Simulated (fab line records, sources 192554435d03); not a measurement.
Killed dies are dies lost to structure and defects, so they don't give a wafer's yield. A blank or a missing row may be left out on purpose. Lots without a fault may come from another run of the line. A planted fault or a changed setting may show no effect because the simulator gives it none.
Which tool did it? | flow n5_finfet | 24 lots, 72 wafers sampled, at 1 step of a route of 1938

WHAT THE GAUGES READ, wafer by wafer
N5_ILD0_THK_MEAS_08. Usual: thk_nm 138.7 nm, standard deviation 1.1.
lot  | measured    | on            | thk_nm (nm)       | flag
L074 | day 3 14:05 | film_metro-01 | 139.8 138.7 139.5 |
L075 | day 3 20:11 | film_metro-02 | 139.2 138.9 137.5 |
L076 | day 4 03:31 | film_metro-01 | 136.7 137.6 136.5 |
L077 | day 4 07:23 | film_metro-01 | 136.0 138.2 136.7 |
L078 | day 4 13:32 | film_metro-01 | 138.6 139.8 138.7 |
L079 | day 4 19:44 | film_metro-01 | 139.2 140.2 138.7 |
L080 | day 5 02:05 | film_metro-01 | 139.2 140.2 139.7 |
L081 | day 5 12:23 | film_metro-02 | 139.2 138.3 138.1 |
L082 | day 5 18:29 | film_metro-01 | 136.5 138.2 137.5 |
L083 | day 6 01:10 | film_metro-01 | 140.4 139.0 137.6 |
L084 | day 6 02:42 | film_metro-01 | 139.8 137.8 140.2 |
L085 | day 6 11:16 | film_metro-02 | 137.7 138.2 139.9 |
L086 | day 6 19:58 | film_metro-01 | 138.6 140.4 138.4 |
L087 | day 6 22:19 | film_metro-02 | 140.1 139.9 138.9 |
L088 | day 7 02:21 | film_metro-01 | 137.3 136.7 140.4 |
L089 | day 7 09:48 | film_metro-02 | 137.8 139.7 137.8 |
L090 | day 7 13:29 | film_metro-01 | 139.2 137.2 138.0 |
L091 | day 7 21:55 | film_metro-02 | 140.1 137.9 138.4 |
L092 | day 8 01:47 | film_metro-02 | 138.6 138.9 139.0 |
L093 | day 8 08:11 | film_metro-01 | 138.1 136.9 136.5 |
L094 | day 8 16:13 | film_metro-01 | 139.6 139.5 138.3 |
L095 | day 8 19:31 | film_metro-02 | 138.6 137.2 138.2 |
L096 | day 9 02:35 | film_metro-01 | 138.6 139.3 139.7 |
L097 | day 9 07:40 | film_metro-01 | 138.2 137.1 136.9 |

WHICH TOOL RAN EACH LOT (tool, then ch and the chambers of the sampled wafers, then the start)
The record holds no process step before these readings.

WHAT THE TOOLS THEMSELVES READ (means of the sampled wafers that have a number; where no wafer has one, the mark that the record gives instead)
The record holds no such reading with a usual standard deviation.

THE ANSWER, worked out from the rows above alone
Rule: a lot is off if the mean of its wafers that have a number lies more than 3 standard deviations from the usual mean. A lot without any number at a reading at which 4 lots or more have one is off too. The other lots that the step has rows for count as sound. The gauges are gone through in route order, then the tools' own readings, and for those a lot's mean is taken as printed above. The first step at which some lot is off is used, and at that step the reading that is off furthest; a lot without a number counts as furthest.
No lot is off at any reading shown: from this, nothing can be told.

WHAT THE SIMULATOR HAD PUT IN
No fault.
